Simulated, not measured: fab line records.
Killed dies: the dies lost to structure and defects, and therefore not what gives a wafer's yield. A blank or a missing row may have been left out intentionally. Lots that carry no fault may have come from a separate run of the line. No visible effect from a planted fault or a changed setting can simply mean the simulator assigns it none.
One fault seen from 3 desks | flow n5Finfet | what lay behind the numbers comes last; until then each desk has only its own

## THE METROLOGY DESK
Lot by lot, what the gauges showed, no matter which tool ran the lot: averages of those sampled wafers that carry a number. Any lot whose mean is over 4 standard deviations away from the usual mean is out of limits and marked OUT; that distance is given in the brackets. It has 12 readings; the 7 that lie furthest out on some lot are the ones shown.
Columns: A = DIBL_N at N5_BEOL_M4_RC_MEAS_101, usual 36.6 mV/V; B = DIBL_P at N5_BEOL_M4_RC_MEAS_101, usual 36.8 mV/V; C = IOFF_N at N5_BEOL_M4_RC_MEAS_101, usual 0.169 nA/um; D = IOFF_P at N5_BEOL_M4_RC_MEAS_101, usual 0.206 nA/um; E = ION_P at N5_BEOL_M4_RC_MEAS_101, usual 462 uA/um; F = SS_N at N5_BEOL_M4_RC_MEAS_101, usual 71.6 mV/dec; G = VT_P at N5_BEOL_M4_RC_MEAS_101, usual -251 mV
lot  | first seen here | A    | B    | C     | D     | E   | F    | G
L108 | day 9 01:33     | 36.7 | 37.6 | 0.155 | 0.207 | 465 | 71.2 | -251
L109 | day 9 04:53     | 37.2 | 38.8 | 0.204 | 0.222 | 454 | 72.8 | -252
L117 | day 11 16:11    | 37.2 | 37.5 | 0.159 | 0.214 | 461 | 71.4 | -249
L119 | day 12 10:53    | 38.1 | 39.0 | 0.213 | 0.237 | 465 | 72.3 | -249
L122 | day 12 19:11    | 36.7 | 36.1 | 0.167 | 0.167 | 452 | 71.7 | -258
L126 | day 14 16:55    | 34.9 | 36.4 | 0.155 | 0.168 | 454 | 71.0 | -257
L127 | day 14 21:42    | 37.2 | 37.7 | 0.165 | 0.208 | 465 | 71.4 | -252
Finding of this desk: none of the 7 lots has anything out of limits.

## THE DEFECT DESK
Counts from the inspections along the route, per lot, as means over the sampled wafers that have a number. Any lot whose mean is over 4 standard deviations away from the usual mean is out of limits and marked OUT; that distance is given in the brackets.
Columns: A = rawDefectCount at N5_BEOL_M4_INSPECT_13, usual 408
lot  | first seen here | A
L108 | day 9 01:38     | 399
L109 | day 9 04:58     | 436
L117 | day 11 16:16    | 489
L119 | day 12 10:58    | 531
L122 | day 12 19:16    | 416
L126 | day 14 17:00    | 433
L127 | day 14 21:47    | 540
Finding of this desk: none of the 7 lots has anything out of limits.

## FOR THE TOOL OWNER'S DESK: rieMetal-03
The tool's own readings at N5_BEOL_M4_HM_OPEN_17 (chemistry Cl2/BCl3, target TiN, target depth 20 nm, overetch 6 nm): means of the sampled wafers that have a number, for each lot that ran on this tool. Any lot whose mean is over 4 standard deviations away from the usual mean is out of limits and marked OUT; that distance is given in the brackets.
Columns: A = bcl3FlowSccm at N5_BEOL_M4_HM_OPEN_17, usual 21.73 sccm; B = drypumpMotorCurrentA at N5_BEOL_M4_HM_OPEN_17, usual 5.6 A; C = oesProductAu at N5_BEOL_M4_HM_OPEN_17, usual 0.67 a.u.; D = throttleValvePct at N5_BEOL_M4_HM_OPEN_17, usual 22.11 %
lot  | first seen here | A     | B   | C    | D
L108 | day 9 02:22     | 21.71 | 5.5 | 0.66 | 22.16
L117 | day 11 16:33    | 21.66 | 5.2 | 0.66 | 22.27
L119 | day 12 11:16    | 21.80 | 5.2 | 0.65 | 22.27
L122 | day 12 19:34    | 21.70 | 5.5 | 0.64 | 22.18
L127 | day 14 22:27    | 21.74 | 4.9 | 0.64 | 22.40
Finding of this desk: none of the 5 lots has anything out of limits.

## ALL TOGETHER
Nothing out of limits was seen by the metrology desk.
Nothing the defect desk looked at was out of limits.
Nothing out of limits was seen by the tool owner's desk.

## WHAT THE SIMULATOR PUT IN
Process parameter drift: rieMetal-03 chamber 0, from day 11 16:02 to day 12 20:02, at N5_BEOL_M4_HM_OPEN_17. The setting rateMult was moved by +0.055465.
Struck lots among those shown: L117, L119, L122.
